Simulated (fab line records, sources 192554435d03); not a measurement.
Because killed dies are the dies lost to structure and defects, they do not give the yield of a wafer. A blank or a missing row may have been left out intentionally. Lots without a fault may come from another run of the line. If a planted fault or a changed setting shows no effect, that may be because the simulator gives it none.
fab line records    flow n5-finfet    part 2 of 2: steps 18 to 28 of 28
record lots=5  wafers=15  last-day=19
route steps=1938 shown HKMG_FIN@457 GATE_CUT@465
lots with no fault: from the same line, run without faults
start-h: start of the lot's first displayed wafer, in hours after the record's first day    wait-h: hours since the lot's step before    " unchanged from the row above    L1.1+2: a single row standing in for several wafers    - value missing, or start not given    * or withheld: withheld    < > ~ a bound
route shown NAME@n: names a module that has steps shown in the file, with the first one's number in the route    usual: mean/standard deviation taken from wafers without a fault    same: alike in all rows    chamber/n: place in a boat    sites: each site's reading    _std_site: the standard deviation of these    _edge_site: mean of outer sites minus mean of inner sites    radius-mm: how far each site lies from the wafer's centre    mask NAME#n: copy n    behind: the tool/chamber that last shaped the wafer    hold: why the lot went on hold/how many hours it stayed there/how the hold came to an end    device: transistor that didn't switch, given as n, p or np    end of line: at the end of the route, the tests of the same wafers    a step with no rows: only its recipe    killed: the dies lost at the first sort to structure and to defects; this is not the yield of the wafer    map: the dies of a wafer, with x for killed, . for not killed, _ for no die there
set.NAME: the setting as run; set.NAME@STEP: as run at that earlier step    model.NAME: the simulator's own value behind a step, which no gauge read
lots at selected steps of the route; one table per step, one row per wafer
services: a tool's chamber out of use, with start hour (start-h, from the record's first day; less than 0 if before it), hours out, and reason
## steps
# step N5_GATE_CUT_CMP_02
# recipe stop-on=SiO2  t-overpolish-s=12.7  post-cmp-clean=alkaline-brush  down-force-psi=2.5  platen-rpm=51.8  pad-velocity-m-s=1.0307  target-thk-nm=0
# usual motor-current-A=8.7/0.87  overpolish-run-s=12.701/0.0089  time-to-endpoint-s=25/3.5
lot.wafer  tool    chamber  start-h  wait-h  motor-current-A  overpolish-run-s  time-to-endpoint-s
L077.4     cmp-01  3        108.92   0.0     8.8              12.689            23
L077.2     "       1        "        "       8.8              12.703            26
L077.5     "       0        "        "       9.6              12.697            28
L078.1     cmp-03  3        112.30   0.1     8.2              12.705            28
L078.3     "       0        "        "       8.7              12.693            17
L078.2     "       2        "        "       8.9              12.706            19
L084.3     cmp-02  2        146.17   0.1     6.9              12.697            28
L084.2     "       1        "        "       8.7              12.706            22
L084.5     "       3        "        "       8.9              12.704            23
L096.2     cmp-02  1        215.09   0.1     8.2              12.689            26
L096.4     "       0        "        "       9.0              12.701            26
L096.6     "       2        "        "       7.0              12.692            30
L097.3     cmp-02  3        221.46   0.1     9.2              12.699            20
L097.2     "       1        "        "       8.6              12.695            20
L097.6     "       0        "        "       9.0              12.695            23
# step N5_GATE_CUT_HM_DEP_46
# recipe material=SiO2  target-thk-a=1300  temp-c=400  precursor=TEOS/O2  pressure-torr=6.5  rf-w=900  teos-flow-sccm=161.4  gas=O2  flow-sccm=2650  time-s=26.6
# usual heater-power-w=585/110  showerhead-plenum-p-Torr=8.36/0.032  throttle-valve-pct=18.5/0.96
lot.wafer  tool      chamber  start-h  wait-h  heater-power-w  showerhead-plenum-p-Torr  throttle-valve-pct
L077.2     pecvd-04  0        109.25   0.0     609             8.34                      19.7
L077.4     "         1        "        "       406             8.33                      20.5
L077.5     "         0        "        "       604             8.34                      19.6
L078.1     pecvd-02  1        112.63   0.0     656             8.36                      18.6
L078.2     "         0        "        "       590             8.36                      18.0
L078.3     "         2        "        "       509             8.40                      18.1
L084.2     pecvd-04  2        146.50   0.0     529             8.36                      17.5
L084.3     "         1        "        "       389             8.34                      20.3
L084.5     "         2        "        "       397             8.37                      17.5
L096.2     pecvd-03  1        215.42   0.0     600             8.32                      17.7
L096.4     "         1        "        "       628             8.33                      17.8
L096.6     "         2        "        "       658             8.41                      17.6
L097.2     pecvd-03  1        221.79   0.0     594             8.35                      17.7
L097.3     "         2        "        "       822             8.38                      17.6
L097.6     "         0        "        "       597             8.31                      17.8
# step N5_GATE_CUT_COAT_34
# recipe resist=SOC  temp-c=250  time-s=60  spin-rpm=1500  resist-thk-nm=60
# usual resist-line-temp-C=23.02/0.11
lot.wafer  tool            chamber  start-h  wait-h  resist-line-temp-C
L077.2     litho-track-02  0        109.32   0.0     22.97
L077.4     "               0        "        "       23.08
L077.5     "               0        "        "       23.03
L078.1     litho-track-05  0        112.70   0.0     23.05
L078.2     "               0        "        "       22.88
L078.3     "               0        "        "       23.14
L084.2     litho-track-01  0        146.57   0.0     22.94
L084.3     "               0        "        "       23.02
L084.5     "               0        "        "       22.99
L096.2     litho-track-02  0        215.51   0.1     22.98
L096.4     "               0        "        "       23.05
L096.6     "               0        "        "       22.94
L097.2     litho-track-01  0        221.86   0.0     23.28
L097.3     "               0        "        "       22.96
L097.6     "               0        "        "       23.07
# step N5_GATE_CUT_COAT_35
# recipe resist=SiARC  temp-c=220  time-s=60  spin-rpm=1500  resist-thk-nm=10
# usual resist-line-temp-C=22.99/0.12
lot.wafer  tool            chamber  start-h  wait-h  resist-line-temp-C
L077.2     litho-track-02  0        -        -       22.80
L077.4     "               0        "        "       22.87
L077.5     "               0        "        "       22.84
L078.1     litho-track-05  0        -        -       23.11
L078.2     "               0        "        "       23.22
L078.3     "               0        "        "       23.00
L084.2     litho-track-01  0        -        -       23.06
L084.3     "               0        "        "       23.05
L084.5     "               0        "        "       23.05
L096.2     litho-track-02  0        -        -       22.77
L096.4     "               0        "        "       22.82
L096.6     "               0        "        "       22.76
L097.2     litho-track-01  0        -        -       23.16
L097.3     "               0        "        "       23.05
L097.6     "               0        "        "       23.04
# step N5_GATE_CUT_COAT_27
# recipe resist=underlayer  temp-c=205  time-s=60  spin-rpm=1500  resist-thk-nm=10
# usual resist-line-temp-C=22.99/0.11
lot.wafer  tool            chamber  start-h  wait-h  resist-line-temp-C
L077.2     litho-track-02  0        -        -       22.92
L077.4     "               0        "        "       23.17
L077.5     "               0        "        "       22.90
L078.1     litho-track-05  0        -        -       23.07
L078.2     "               0        "        "       22.96
L078.3     "               0        "        "       23.00
L084.2     litho-track-01  0        -        -       22.98
L084.3     "               0        "        "       23.16
L084.5     "               0        "        "       23.03
L096.2     litho-track-02  0        -        -       22.82
L096.4     "               0        "        "       22.89
L096.6     "               0        "        "       22.88
L097.2     litho-track-01  0        -        -       23.06
L097.3     "               0        "        "       23.07
L097.6     "               0        "        "       23.07
# step N5_GATE_CUT_COAT_07
# recipe resist=CAR-EUV  spin-rpm=1500  resist-thk-nm=30
# usual resist-line-temp-C=23.01/0.11
lot.wafer  tool            chamber  start-h  wait-h  resist-line-temp-C
L077.2     litho-track-02  0        -        -       23.07
L077.4     "               0        "        "       22.94
L077.5     "               0        "        "       23.20
L078.1     litho-track-05  0        -        -       22.95
L078.2     "               0        "        "       22.95
L078.3     "               0        "        "       22.99
L084.2     litho-track-01  0        -        -       23.31
L084.3     "               0        "        "       23.14
L084.5     "               0        "        "       23.09
L096.2     litho-track-02  0        -        -       23.05
L096.4     "               0        "        "       22.83
L096.6     "               0        "        "       22.95
L097.2     litho-track-01  0        -        -       23.14
L097.3     "               0        "        "       23.13
L097.6     "               0        "        "       23.18
# step N5_GATE_CUT_EBR_09
# recipe solvent=PGMEA  ebr-width-mm=1.5
# usual resist-line-temp-C=22.98/0.1
lot.wafer  tool            chamber  start-h  wait-h  resist-line-temp-C
L077.2     litho-track-02  0        -        -       22.89
L077.4     "               0        "        "       22.99
L077.5     "               0        "        "       22.89
L078.1     litho-track-05  0        -        -       22.89
L078.2     "               0        "        "       23.00
L078.3     "               0        "        "       23.10
L084.2     litho-track-01  0        -        -       22.92
L084.3     "               0        "        "       22.83
L084.5     "               0        "        "       22.89
L096.2     litho-track-02  0        -        -       22.93
L096.4     "               0        "        "       22.96
L096.6     "               0        "        "       22.89
L097.2     litho-track-01  0        -        -       23.02
L097.3     "               0        "        "       23.13
L097.6     "               0        "        "       23.08
# step N5_GATE_CUT_SOFTBAKE_08
# recipe temp-c=110  time-s=60  resist=CAR-EUV
# usual resist-line-temp-C=23.01/0.11
lot.wafer  tool            chamber  start-h  wait-h  resist-line-temp-C
L077.2     litho-track-02  0        -        -       22.94
L077.4     "               0        "        "       23.04
L077.5     "               0        "        "       22.99
L078.1     litho-track-05  0        -        -       23.00
L078.2     "               0        "        "       22.80
L078.3     "               0        "        "       22.86
L084.2     litho-track-01  0        -        -       23.11
L084.3     "               0        "        "       23.11
L084.5     "               0        "        "       22.98
L096.2     litho-track-02  0        -        -       22.92
L096.4     "               0        "        "       22.96
L096.6     "               0        "        "       22.93
L097.2     litho-track-01  0        -        -       23.04
L097.3     "               0        "        "       23.05
L097.6     "               0        "        "       22.77
# step N5_GATE_CUT_EXPOSE_10
# recipe mask-id=GATE_CUT  na=0.33  source-shape=annular  sigma-inner=0.35  sigma-outer=0.8  polarization=unpolarized  target-cd-nm=20  dose-mj=43.25
lot.wafer   tool            chamber  start-h  wait-h  mask
L077.2+4+5  euv-scanner-02  0        109.59   -       GATE_CUT#0
L078.1+2+3  euv-scanner-01  0        112.96   -       GATE_CUT#0
L084.2+3+5  euv-scanner-01  0        146.71   -       GATE_CUT#0
L096.2+4+6  euv-scanner-01  0        215.65   -       GATE_CUT#0
L097.2+3+6  euv-scanner-01  0        222.00   -       GATE_CUT#0
# step N5_GATE_CUT_PEB_11
# recipe peb-temp-c=100  peb-time-s=60  resist=CAR-EUV
# usual resist-line-temp-C=22.97/0.12
lot.wafer  tool            chamber  start-h  wait-h  resist-line-temp-C
L077.2     litho-track-05  0        109.65   0.1     22.87
L077.4     "               0        "        "       22.93
L077.5     "               0        "        "       22.90
L078.1     litho-track-01  0        113.03   0.1     23.05
L078.2     "               0        "        "       22.97
L078.3     "               0        "        "       22.90
L084.2     litho-track-02  0        146.77   0.1     23.02
L084.3     "               0        "        "       23.09
L084.5     "               0        "        "       23.18
L096.2     litho-track-01  0        215.71   0.1     23.04
L096.4     "               0        "        "       23.13
L096.6     "               0        "        "       23.22
L097.2     litho-track-02  0        222.06   0.1     22.86
L097.3     "               0        "        "       22.97
L097.6     "               0        "        "       23.10
# step N5_GATE_CUT_DEVELOP_12
# recipe develop-time-s=30  developer=TMAH  resist=CAR-EUV  rinse-liquid=surfactant-rinse  dry=air-spin  dev-temp-c=23
# usual resist-line-temp-C=23.00/0.094
lot.wafer  tool            chamber  start-h  wait-h  resist-line-temp-C
L077.2     litho-track-05  0        -        -       23.16
L077.4     "               0        "        "       23.17
L077.5     "               0        "        "       22.94
L078.1     litho-track-01  0        -        -       22.89
L078.2     "               0        "        "       22.99
L078.3     "               0        "        "       23.04
L084.2     litho-track-02  0        -        -       22.94
L084.3     "               0        "        "       22.94
L084.5     "               0        "        "       22.99
L096.2     litho-track-01  0        -        -       22.95
L096.4     "               0        "        "       23.02
L096.6     "               0        "        "       23.03
L097.2     litho-track-02  0        -        -       22.92
L097.3     "               0        "        "       23.05
L097.6     "               0        "        "       23.11
## services
tool            chamber  start-h  hours  kind
euv-scanner-01  -        81.13    17.3   pm
cmp-02          -        92.92    8.0    repair
cvd-w-02        -        95.18    1.2    repair
rie-diel-04     2        96.27    15.7   repair
pecvd-03        -        96.70    1.1    repair
euv-scanner-01  -        102.78   0.8    repair
cmp-02          -        103.92   0.5    repair
euv-scanner-01  -        105.22   1.0    pm
rie-metal-02    -        117.58   0.3    repair
cvd-w-01        -        131.96   6.9    pm
rie-diel-04     -        136.35   1.1    repair
euv-scanner-01  -        149.25   1.0    repair
rie-diel-04     0        152.81   8.1    repair
cmp-02          -        157.98   0.8    repair
euv-scanner-01  -        161.29   1.0    pm
wet-bench-04    -        161.40   1.6    repair
rie-metal-03    -        165.67   2.8    pm
rie-diel-04     -        167.56   0.5    repair
cvd-w-01        0        170.86   3.5    repair
wet-bench-01    -        176.12   3.6    repair
pecvd-03        0        179.35   5.6    repair
pecvd-03        -        190.15   1.2    repair
cvd-w-01        0        213.84   1.6    repair
rie-metal-01    1        217.03   3.9    repair
